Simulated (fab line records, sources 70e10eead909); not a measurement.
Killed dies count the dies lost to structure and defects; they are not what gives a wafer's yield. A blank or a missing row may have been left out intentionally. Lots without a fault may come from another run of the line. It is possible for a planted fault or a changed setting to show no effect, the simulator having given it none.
Chamber matching + flow nand_harc + NHARC_A_CHANNEL_FILL_D1_STRIP_28 on rie_diel-08 has 3 sister chambers
The step strips in O2, time 20 s. 14 wafers are shown with their chamber, then 6 later ones without.

== WAFERS WITH THEIR CHAMBER ==
| wafer  | chamber | drypump_motor_current_A (A) | throttle_valve_pct (%) | rf_vpp_V (V) |
|--------|---------|-----------------------------|------------------------|--------------|
| L076.1 | 2       | 4.9                         | 17.024                 | 57.9         |
| L076.2 | 0       | 6.4                         | 17.033                 | 57.9         |
| L076.6 | 2       | 4.9                         | 17.043                 | 57.4         |
| L079.1 | 2       | 4.9                         | 17.016                 | 57.2         |
| L079.3 | 0       | 6.3                         | 17.030                 | 56.8         |
| L079.6 | 0       | 6.4                         | 17.033                 | 58.2         |
| L081.3 | 3       | 5.9                         | 17.041                 | 59.3         |
| L081.5 | 3       | 5.9                         | 17.057                 | 58.6         |
| L081.6 | 0       | 6.3                         | 17.043                 | 57.3         |
| L084.1 | 3       | 5.9                         | 17.038                 | 57.0         |
| L084.2 | 0       | 6.4                         | 17.031                 | 58.7         |
| L084.4 | 2       | 4.9                         | 17.041                 | 56.9         |
| L091.1 | 2       | 4.9                         | 17.053                 | 57.6         |
| L091.2 | 0       | 6.3                         | 17.033                 | 58.8         |

SIGNATURES, as means of the wafers listed above
| reading                 | chamber 0 | chamber 2 | chamber 3 | scatter within a chamber |
|-------------------------|-----------|-----------|-----------|--------------------------|
| drypump_motor_current_A | 6.350     | 4.900     | 5.900     | 0.0369                   |
| throttle_valve_pct      | 17.03383  | 17.03540  | 17.04533  | 0.0105                   |
| rf_vpp_V                | 57.950    | 57.400    | 58.300    | 0.766                    |
Rule: a wafer lies at a distance from a chamber equal to the root of the sum of squares, over the readings, of (its reading less the chamber's mean, divided by the reading's scatter). The wafer belongs to the nearest chamber; if the next one is less than 2 further off, it can't be placed. How the scatter is found: for the shown wafers, subtract from each reading the mean of its chamber, square and add these, divide the total by (wafers less chambers), then take the root.

== WAFERS WITHOUT THEIR CHAMBER ==
| wafer  | drypump_motor_current_A (A) | throttle_valve_pct (%) | rf_vpp_V (V) |
|--------|-----------------------------|------------------------|--------------|
| L091.3 | 5.9                         | 17.027                 | 58.9         |
| L094.1 | 5.9                         | 17.048                 | 59.0         |
| L094.2 | 6.3                         | 17.034                 | 57.7         |
| L094.3 | 4.9                         | 17.045                 | 58.6         |
| L097.2 | 5.9                         | 17.036                 | 58.7         |
| L097.3 | 4.9                         | 17.030                 | 57.6         |

== THE CHAMBER EACH PASSED THROUGH ==
| wafer  | from the rows above | in truth |
|--------|---------------------|----------|
| L091.3 | 3                   | 3        |
| L094.1 | 3                   | 3        |
| L094.2 | 0                   | 0        |
| L094.3 | 2                   | 2        |
| L097.2 | 3                   | 3        |
| L097.3 | 2                   | 2        |
Placed correctly: 6 of 6. Can't be placed from these rows: 0. Number placed wrongly: 0.
